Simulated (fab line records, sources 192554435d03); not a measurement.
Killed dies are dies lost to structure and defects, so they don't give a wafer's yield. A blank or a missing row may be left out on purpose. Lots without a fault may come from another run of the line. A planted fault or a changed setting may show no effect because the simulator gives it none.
Chamber matching | flow n5_finfet | N5_BEOL_M4_VIA_ETCH_34 on rie_diel-04: 4 sister chambers
The step etches the open film in C4F6/O2, target depth 69.4 nm, time 65.9 s. 8 wafers are shown with their chamber, then 11 later ones without.

WAFERS WITH THEIR CHAMBER
wafer  | chamber | throttle_valve_pct (%) | drypump_motor_current_A (A)
L077.2 | 1       | 30.28                  | 6.0
L082.1 | 2       | 31.00                  | 5.9
L082.6 | 2       | 30.99                  | 5.9
L083.1 | 0       | 30.63                  | 5.4
L084.1 | 3       | 30.39                  | 5.6
L084.2 | 0       | 30.66                  | 5.4
L084.6 | 1       | 30.30                  | 6.0
L088.2 | 3       | 30.37                  | 5.5

WAFERS WITHOUT THEIR CHAMBER
wafer  | throttle_valve_pct (%) | drypump_motor_current_A (A)
L088.5 | 30.32                  | 6.0
L088.6 | 31.01                  | 5.9
L091.1 | 30.32                  | 6.0
L091.2 | 30.40                  | 5.6
L091.3 | 30.67                  | 5.4
L093.1 | 31.02                  | 5.9
L093.5 | 30.33                  | 6.0
L093.6 | 30.67                  | 5.4
L096.1 | 30.33                  | 6.0
L096.3 | 30.68                  | 5.4
L096.6 | 30.35                  | 6.0

WHICH CHAMBER EACH WENT THROUGH
wafer  | from the rows above | in truth
L088.5 | 1                   | 1
L088.6 | 2                   | 2
L091.1 | 1                   | 1
L091.2 | 3                   | 3
L091.3 | 0                   | 0
L093.1 | 2                   | 2
L093.5 | 1                   | 1
L093.6 | 0                   | 0
L096.1 | 1                   | 1
L096.3 | 0                   | 0
L096.6 | 1                   | 1
Placed correctly: 11 of 11. Can't be placed from these rows: 0. Placed wrongly: 0.
How it was worked out, from the rows above alone: a wafer's distance from a chamber is the root of the sum, over the readings, of the square of ((its reading less the chamber's mean) divided by the reading's scatter). The wafer belongs to the nearest chamber; if the next one is less than 2 further off, it can't be placed. A chamber's mean is the mean of its shown wafers. The scatter: the root of (the sum of the squares of (reading less its chamber's mean) over the shown wafers, divided by (wafers less chambers)).
